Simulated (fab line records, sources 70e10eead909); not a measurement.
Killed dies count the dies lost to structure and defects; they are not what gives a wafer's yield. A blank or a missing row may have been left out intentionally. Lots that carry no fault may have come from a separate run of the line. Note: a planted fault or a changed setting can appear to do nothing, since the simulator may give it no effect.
fab line records ; flow nand_harc
record lots=5; wafers=15; last_day=33
route steps=1302 shown A_STAIRCASE@657 END@1302
lots that met no fault: taken from a fault-free run of the same line
start_h: the number of hours between the record's first day and the start of the first shown wafer of the lot ; wait_h: hours since the lot's step before ; " unchanged from the row above ; L1.1+2: one row covering several wafers at once ; - no value present, or no start provided ; * or withheld: withheld ; < > ~ a bound
route shown NAME@n: names a module that has steps shown in the file, with the first one's number in the route ; usual: mean and standard deviation over wafers with no fault ; same: alike in all rows ; chamber/n: place in a boat ; sites: per-site readings ; _std_site: how widely they spread, as a standard deviation ; _edge_site: the outer-site mean with the inner-site mean subtracted ; radius_mm: for every site, how far away it sits from the centre of the wafer ; mask NAME#n: copy n ; behind: the tool/chamber that last shaped the wafer ; hold: the reason the lot was held/the length of the hold in hours/how it ended ; device: transistor that didn't switch, given as n, p or np ; end of line: at the end of the route, the tests of the same wafers ; where a step has no rows: the recipe by itself ; killed: at the first sort, the dies lost to defects and structure; wafer yield is something else ; map: per-die view of a wafer (x killed, . not killed, _ where there is no die)
set.NAME: the setting the step ran with; set.NAME@STEP: the setting that earlier step ran with ; model.NAME: the simulator's own value behind a step, which no gauge read
lots seen at some steps along the route; tables by step, rows by wafer
services: a tool's chamber out of use, with start hour (start_h, from the record's first day; less than 0 if before it), hours out, and reason
## steps
# step NHARC_A_STAIRCASE_DEHYDRATE_01
# recipe temp_c=150; time_s=120
# step NHARC_A_STAIRCASE_HMDS_02
# recipe time_s=30
# step NHARC_A_STAIRCASE_COAT_03
# recipe spin_rpm=1200
# step NHARC_A_STAIRCASE_SOFTBAKE_04
# recipe temp_c=135; time_s=170
# step NHARC_A_STAIRCASE_EBR_05
# step NHARC_A_STAIRCASE_EXPOSE_06
# recipe na=0.5; dose_mj=25.43; mask_id=STAIR
# step NHARC_A_STAIRCASE_PEB_07
# recipe peb_temp_c=115; peb_time_s=130
# step NHARC_A_STAIRCASE_DEVELOP_08
# recipe time_s=140
# step NHARC_A_STAIRCASE_HARDBAKE_10
# recipe temp_c=120; time_s=140
# step NHARC_A_STAIRCASE_DESCUM_11
# recipe time_s=3; o2_flow_sccm=200; ar_flow_sccm=0; bias_power_w=0; chemistry=O2
# usual chamber_pressure_mTorr=59.99/0.1; drypump_motor_current_A=5.7/0.56; oes_product_au=1.003/0.0079; rf_vpp_V=57.7/0.85; showerhead_plenum_p_Torr=1.89/0.081; throttle_valve_pct=11.311/0.0092
lot.wafer;tool;chamber;start_h;wait_h;chamber_pressure_mTorr;drypump_motor_current_A;oes_product_au;rf_hours_counter_h;rf_vpp_V;showerhead_plenum_p_Torr;throttle_valve_pct
L103.2;rie_diel-04;2;382.17;-;59.94;5.8;1.006;5;58.0;1.87;11.318
L103.5;rie_diel-04;1;382.17;-;60.01;4.9;1.003;-;57.8;1.79;11.312
L103.6;rie_diel-04;2;382.17;-;59.99;5.8;1.011;-;58.2;1.87;11.312
L112.1;rie_diel-10;1;464.12;-;59.96;5.1;0.999;11;57.6;1.84;11.316
L112.4;rie_diel-10;2;464.12;-;60.06;5.9;1.012;7;55.9;1.79;11.321
L112.5;rie_diel-10;0;464.12;-;59.97;6.3;1.002;-;58.1;1.91;11.322
L119.4;rie_diel-07;3;527.83;-;60.02;6.1;1.007;13;56.0;1.83;11.290
L119.2;rie_diel-07;1;527.83;-;59.98;5.7;1.005;11;58.6;1.86;11.313
L119.5;rie_diel-07;2;527.83;-;59.97;5.9;0.985;-;57.8;1.88;11.302
L118.1;rie_diel-04;2;528.12;-;59.99;5.8;1.010;56;57.0;1.85;11.309
L118.2;rie_diel-04;3;528.12;-;60.04;6.2;1.011;57;58.4;1.94;11.303
L118.5;rie_diel-04;0;528.12;-;59.95;4.6;1.008;-;57.5;2.04;11.321
L123.4;rie_diel-10;3;566.87;-;60.05;5.6;0.999;40;58.5;1.83;11.316
L123.5;rie_diel-10;2;566.87;-;60.05;5.9;0.999;-;57.7;1.78;11.311
L123.6;rie_diel-10;3;566.87;-;60.02;5.6;0.988;-;56.1;1.83;11.312
# step NHARC_A_STAIRCASE_TRIM_12
# recipe time_s=211.2; o2_flow_sccm=500; ar_flow_sccm=0; bias_w=0; chemistry=O2
# usual chamber_pressure_mTorr=60.00/0.054; drypump_motor_current_A=5.7/0.58; oes_product_au=1.001/0.0072; rf_vpp_V=57.6/0.95; showerhead_plenum_p_Torr=3.49/0.14; throttle_valve_pct=17.036/0.009
lot.wafer;tool;chamber;start_h;wait_h;chamber_pressure_mTorr;drypump_motor_current_A;oes_product_au;rf_hours_counter_h;rf_vpp_V;showerhead_plenum_p_Torr;throttle_valve_pct
L103.2;rie_diel-04;3;382.27;0.1;59.96;6.2;1.002;7;57.2;3.60;17.041
L103.6;rie_diel-04;1;382.27;0.1;60.00;5.0;1.007;-;59.0;3.32;17.046
L103.5;rie_diel-04;2;382.27;0.1;59.94;5.8;0.999;-;55.9;3.45;17.040
L112.1;rie_diel-10;3;464.19;0.1;59.92;5.6;1.003;8;57.3;3.40;17.047
L112.4;rie_diel-10;1;464.19;0.1;59.98;5.2;1.002;11;56.7;3.40;17.051
L112.5;rie_diel-10;0;464.19;0.1;59.97;6.3;1.010;-;58.5;3.53;17.039
L119.4;rie_diel-07;3;527.91;0.1;60.01;6.1;0.995;13;58.1;3.38;17.026
L119.2;rie_diel-07;2;527.91;0.1;59.99;5.9;0.991;12;57.6;3.47;17.024
L119.5;rie_diel-07;0;527.91;0.1;59.99;6.5;0.998;-;56.7;3.70;17.040
L118.1;rie_diel-04;2;528.22;0.1;60.01;5.7;1.000;56;57.4;3.42;17.021
L118.2;rie_diel-04;3;528.22;0.1;60.03;6.2;0.991;57;57.0;3.58;17.032
L118.5;rie_diel-04;0;528.22;0.1;59.97;4.6;0.990;-;58.3;3.74;17.036
L123.4;rie_diel-10;2;566.99;0.1;59.99;6.0;1.022;46;56.9;3.30;17.031
L123.5;rie_diel-10;3;566.99;0.1;59.99;5.6;0.995;-;58.3;3.38;17.027
L123.6;rie_diel-10;0;566.99;0.1;60.00;6.3;1.015;-;57.4;3.51;17.054
# step NHARC_A_STAIRCASE_ETCH_13
# recipe target_depth_a=1000; time_s=40.5; ion_energy_ev=400; c4f8_flow_sccm=20; o2_flow_sccm=10; ar_flow_sccm=withheld; rf_w=600; bias_w=1000; chemistry=C4F8/O2
# usual chamber_pressure_mTorr=25.002/0.023; oes_product_au=0.948/0.011; rf_fwd_power_W=592/3.4; rf_vpp_V=894/5.1; run_length_s=61.8/0.4
lot.wafer;tool;chamber;start_h;wait_h;chamber_pressure_mTorr;oes_product_au;rf_fwd_power_W;rf_hours_counter_h;rf_vpp_V;run_length_s
L103.2;rie_diel-04;0;382.41;-;24.993;0.950;589;8;904;61.2
L103.6;rie_diel-04;2;382.41;-;25.028;0.948;596;-;894;61.8
L103.5;rie_diel-04;3;382.41;-;24.993;0.960;591;-;898;61.6
L112.4;rie_diel-10;1;464.35;-;24.997;0.946;594;11;891;62.4
L112.1;rie_diel-10;2;464.35;-;24.971;0.971;594;7;888;62.1
L112.5;rie_diel-10;0;464.35;-;25.039;0.943;595;-;896;73.1
L119.4;rie_diel-07;3;528.07;-;25.046;0.940;586;13;890;62.3
L119.2;rie_diel-07;0;528.07;-;25.009;0.955;591;11;903;61.0
L119.5;rie_diel-07;2;528.07;-;25.014;0.946;588;-;894;61.5
L118.1;rie_diel-04;0;528.35;-;24.958;0.940;590;55;904;61.1
L118.2;rie_diel-04;2;528.35;-;24.992;0.969;594;56;891;61.8
L118.5;rie_diel-04;3;528.35;-;25.001;0.963;594;-;897;62.0
L123.4;rie_diel-10;3;567.10;-;25.029;0.932;592;40;891;61.5
L123.6;rie_diel-10;3;567.10;-;25.040;0.935;592;-;891;61.2
L123.5;rie_diel-10;0;567.10;-;24.966;0.957;595;-;897;61.7
# step NHARC_A_STAIRCASE_TRIM_14
# recipe time_s=211.2; o2_flow_sccm=500; ar_flow_sccm=0; bias_w=0; chemistry=O2
# usual chamber_pressure_mTorr=60.00/0.056; drypump_motor_current_A=5.7/0.57; oes_product_au=1.003/0.0073; rf_vpp_V=57.7/0.88; showerhead_plenum_p_Torr=3.49/0.14; throttle_valve_pct=17.037/0.0099
lot.wafer;tool;chamber;start_h;wait_h;chamber_pressure_mTorr;drypump_motor_current_A;oes_product_au;rf_hours_counter_h;rf_vpp_V;showerhead_plenum_p_Torr;throttle_valve_pct
L103.2;rie_diel-04;2;-;-;60.06;5.8;1.008;5;57.8;3.45;17.019
L103.5;rie_diel-04;0;-;-;59.99;4.6;1.006;-;58.3;3.77;17.022
L103.6;rie_diel-04;1;-;-;60.00;4.9;1.010;-;58.1;3.32;17.055
L112.4;rie_diel-10;0;-;-;59.95;6.3;1.004;11;57.8;3.53;17.060
L112.1;rie_diel-10;2;-;-;60.03;6.0;1.001;8;57.2;3.32;17.041
L112.5;rie_diel-10;3;-;-;60.07;5.6;1.008;-;57.0;3.40;17.013
L119.4;rie_diel-07;0;-;-;59.96;6.5;1.003;11;59.9;3.70;17.062
L119.2;rie_diel-07;1;-;-;60.03;5.7;1.005;11;57.8;3.44;17.049
L119.5;rie_diel-07;1;-;-;60.05;5.7;1.002;-;59.4;3.44;17.042
L118.1;rie_diel-04;0;-;-;60.00;4.6;0.993;55;58.8;3.74;17.045
L118.2;rie_diel-04;1;-;-;59.98;4.9;0.995;52;57.7;3.29;17.020
L118.5;rie_diel-04;2;-;-;60.01;5.7;0.999;-;56.1;3.42;17.041
L123.4;rie_diel-10;3;-;-;60.07;5.6;1.008;40;58.6;3.38;17.027
L123.6;rie_diel-10;2;-;-;59.99;6.0;1.014;-;56.8;3.30;17.037
L123.5;rie_diel-10;3;-;-;60.00;5.6;0.997;-;59.4;3.38;17.036
# step NHARC_END_SORT_01
# recipe temp_c=25
# usual killed_at_array=44/16; killed_at_other=0.6/1.1; killed_at_periphery=3.9/2.6; killed_dies=48/16; killed_open=3.1/1.9; killed_short=2.4/1.8
# same gross_dies=677
lot.wafer;tool;chamber;start_h;wait_h;killed_at_array;killed_at_other;killed_at_periphery;killed_dies;killed_open;killed_short
L112.5;prober-02;0;671.07;3.7;606;0;5;611;3;4
# killed by level:class
L112.5 A_STAIRCASE:area_etch=566 A_CHANNEL_HOLE_D2:chamber_film_flake=11 A_SLIT:chamber_film_flake=11 A_STAIRCASE:chamber_film_flake=6 A_CONTACT:chamber_film_flake=4 A_SOURCE_PLATE:geometric_particle:short=2 P_ZERO_WELL:chamber_film_flake=2 P_GATE:geometric_particle:open=1
# map L112.5 (x killed, . not)
____________x____________
_________xxxxxxx_________
_______xxxxxxxxxxx_______
______xxxxxxxxxxxxx______
_____xxxxxxx.xx.xxxx_____
____xxxxxxxxxxxxxxxxx____
____xxxxxxx.xxxx.xxxx____
___xxx.xxxxxxxxxxxxxxx___
___xxxxxx.xx...xxxxxxx___
__xx.xxxxx.xx.xx.xxxxxx__
__xx.xxxxx..xxx.x.xxxxx__
_xxxxxxx.x.x.x.xxxxxxxxx_
_xx.xx.xx..xxxxxxxxxxxxx_
_xxxxx.xxxxxxxxxx.x..xxx_
_xx.xxx..xx.xxxxx.x.xx.x_
_xxxxxxxxxx..xxxxx..xxxx_
xxx.x.xxxx.xx.xxx.xxxxxxx
xxxxxxxxx.xxx..xxx.xxxxxx
xxxxxxxx.xxx.xxxxxxxxxxxx
xxxxxxx..xxx.xxxxxxxxxxxx
xxxxxxxx...xxxxxxxxxxxxxx
_xxxxx.xxxxxxxxxxxxx.xxx_
_xxxxxxxxxx.xxx.xxxxxxxx_
_xxxxx.xxxx.xxxxxxxxxxxx_
_xxxxxx.xxxxxxxxxxxxxxxx_
_xxxxxxxxxxxxxxxxxxxxxxx_
__xxxxxxxx.xxxxxxxxxxxx__
__xxxxxxxxxxxxxxxxxxxxx__
___xxxxxxxxxxxxxxxxxxx___
___xxxxxxxxxxxxxxxxxxx___
____xxxxxxxxxxxxxxxxx____
____xxxxxxxxxxxxxxxxx____
_____xxxxxxxxxxxxxxx_____
______xxxxxxxxxxxxx______
_______xxxxxxxxxxx_______
_________xxxxxxx_________
____________x____________
# map L123.4 (x killed, . not)
____________.____________
_________......._________
_______..........._______
______......x......______
_____..............._____
____...............x.____
____.............x...____
___..............xx..x___
___..............x....___
__..................xxx__
__...................x.__
_x.................xxxxx_
_..x................xxxx_
_....................xxx_
_......................x_
_.....................x._
.....................x...
.........................
........x................
........................x
............x.........xxx
_....................x.._
_.........x......x.....x_
_......................._
_......................._
_.........x............._
__....................x__
__....................x__
___.....x.............___
___.x.................___
____.................____
____.................____
_____..............._____
______x............______
_______..........._______
_________......._________
____________.____________
## services
tool;chamber;start_h;hours;kind
rie_diel-04;0;364.41;-;clean
rie_diel-04;0;364.41;-;consumable_replace:focus_ring
rie_diel-04;1;364.41;-;clean
rie_diel-04;2;364.41;-;clean
rie_diel-04;2;364.41;-;consumable_replace:esc
rie_diel-04;3;364.41;-;clean
rie_diel-07;0;364.85;8.3;repair
rie_diel-10;0;374.13;-;clean
rie_diel-10;1;374.13;-;clean
rie_diel-10;2;374.13;-;clean
rie_diel-10;3;374.13;-;clean
rie_diel-10;0;379.77;7.1;repair
rie_diel-04;0;389.01;-;clean
rie_diel-04;1;389.01;-;clean
rie_diel-07;1;408.63;3.9;repair
rie_diel-07;3;411.93;19.5;repair
rie_diel-10;-;419.56;9.0;pm
rie_diel-07;-;468.92;0.6;repair
rie_diel-07;-;471.23;9.0;pm
rie_diel-04;0;488.14;4.4;repair
rie_diel-04;1;492.65;4.0;repair
rie_diel-04;-;532.41;9.0;pm
rie_diel-07;-;550.42;0.9;repair
rie_diel-07;0;562.55;12.0;repair
## key
first_sign step=NHARC_A_STAIRCASE_ETCH_13; reading=run_length_s; direction=up; sigmas=28; usual=*; struck=*
effect step=NHARC_END_SORT_01; reading=killed_at_array; direction=up; sigmas=36; usual=44; struck=606
more_kills_born_at NHARC_A_STAIRCASE_ETCH_13@rie_diel-10=566
met_at NHARC_A_STAIRCASE_ETCH_13
struck_wafers L112.5
later_rows_left_out L112.5
tester_left_out L112
fault kind=process_parameter_drift; tool=rie_diel-10; chamber=0; onset_h=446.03; steps=NHARC_A_STAIRCASE_ETCH_13; channel=time_s; offset=*; shape=step; end_h=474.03; acts_in=*; stated=*
# tester_left_out: of these lots the tester's yield and bins aren't shown, on N5 and GAA mostly nor the transistor test; their killed dies are dies lost to structure and defects alone, not to doping, threshold or leakage, so they don't give the yield
# later_rows_left_out: the simulator's readings of these wafers behind a module that went badly wrong aren't trusted and aren't shown, but for the sort
